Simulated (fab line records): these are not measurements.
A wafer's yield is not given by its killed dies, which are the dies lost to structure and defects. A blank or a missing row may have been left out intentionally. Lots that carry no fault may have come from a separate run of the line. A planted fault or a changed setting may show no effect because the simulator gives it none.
Which tool did it? + flow n5 finfet + 11 lots with 32 wafers sampled at 2 steps, on a route of 1938 steps

== WHAT THE GAUGES READ, wafer by wafer ==
N5_PASSIVATION_OVL_MEAS_63.
| lot  | measured     | on         | PAD_OVL (nm) |
|------|--------------|------------|--------------|
| L789 | day 12 07:54 | overlay-01 | 5 -12 5      |
| L790 | day 12 11:28 | overlay-02 | 5 0 -4       |
| L792 | day 12 20:29 | overlay-02 | 8 5 8        |
| L793 | day 14 04:47 | overlay-01 | -11 -10      |
| L796 | day 15 00:55 | overlay-02 | -1 0 0       |
| L797 | day 14 08:19 | overlay-01 | -5 11 -1     |
| L801 | day 15 15:18 | overlay-02 | -5 -13 -4    |
| L804 | day 15 20:04 | overlay-02 | 1 -7 -3      |
| L805 | day 16 16:26 | overlay-02 | 11 -2 7      |
| L808 | day 17 11:26 | overlay-02 | -5 -9 4      |
| L810 | day 18 09:00 | overlay-02 | 3 -5 -1      |

== EACH LOT AND THE TOOL THAT RAN IT (in order: tool; ch and the chambers of the sampled wafers; start) ==
| lot  | N5_BEOL_M3_SPUTTER_86        |
|------|------------------------------|
| L789 | pvd sputter-03, day 7 08:22  |
| L790 | pvd sputter-03, day 7 15:26  |
| L792 | pvd sputter-01, day 8 06:50  |
| L793 | pvd sputter-02, day 9 01:21  |
| L796 | pvd sputter-03, day 9 17:26  |
| L797 | pvd sputter-03, day 9 19:24  |
| L801 | pvd sputter-03, day 10 12:04 |
| L804 | pvd sputter-03, day 11 11:07 |
| L805 | pvd sputter-01, day 12 00:41 |
| L808 | pvd sputter-01, day 12 05:08 |
| L810 | pvd sputter-01, day 12 21:59 |
- N5_BEOL_M3_SPUTTER_86: material Cu, target thk 4.5 nm, time 8.29 s.

== WHAT THE TOOLS THEMSELVES READ (means of the sampled wafers that have a number; where no wafer has one, the mark that the record gives instead) ==
N5_BEOL_M3_SPUTTER_86.
| lot  | tool           | throttle valve pct (%) |
|------|----------------|------------------------|
| L789 | pvd sputter-03 | 29.6                   |
| L790 | pvd sputter-03 | 29.5                   |
| L792 | pvd sputter-01 | 29.3                   |
| L793 | pvd sputter-02 | 29.7                   |
| L796 | pvd sputter-03 | 29.7                   |
| L797 | pvd sputter-03 | 30.4                   |
| L801 | pvd sputter-03 | 29.8                   |
| L804 | pvd sputter-03 | 29.8                   |
| L805 | pvd sputter-01 | 28.9                   |
| L808 | pvd sputter-01 | 29.2                   |
| L810 | pvd sputter-01 | 29.2                   |

== THE ANSWER, worked out from the rows above alone ==
Rule: the usual values come from the lots themselves. Put in order of their means at a reading, lots are off if they are a third of the lots or fewer, leave a main group of 4 or more, and stand apart from it by a gap of 3 or more times the standard deviation of the main group's means; of several such gaps the widest counts. Not used: any main group whose means are identical at the precision the tables above print for the reading. A lot without any number at a reading at which 4 lots or more have one is off too. The other lots that the step has rows for count as sound. Order of review: gauges by route order, followed by the tools' own readings, for which a lot's mean as printed above is used. The first step at which some lot is off is used, and at that step the reading that is off furthest; a lot without a number counts as furthest.
No lot is off on any of the readings shown, so nothing can be concluded from this.

== WHAT THE SIMULATOR HAD INSERTED ==
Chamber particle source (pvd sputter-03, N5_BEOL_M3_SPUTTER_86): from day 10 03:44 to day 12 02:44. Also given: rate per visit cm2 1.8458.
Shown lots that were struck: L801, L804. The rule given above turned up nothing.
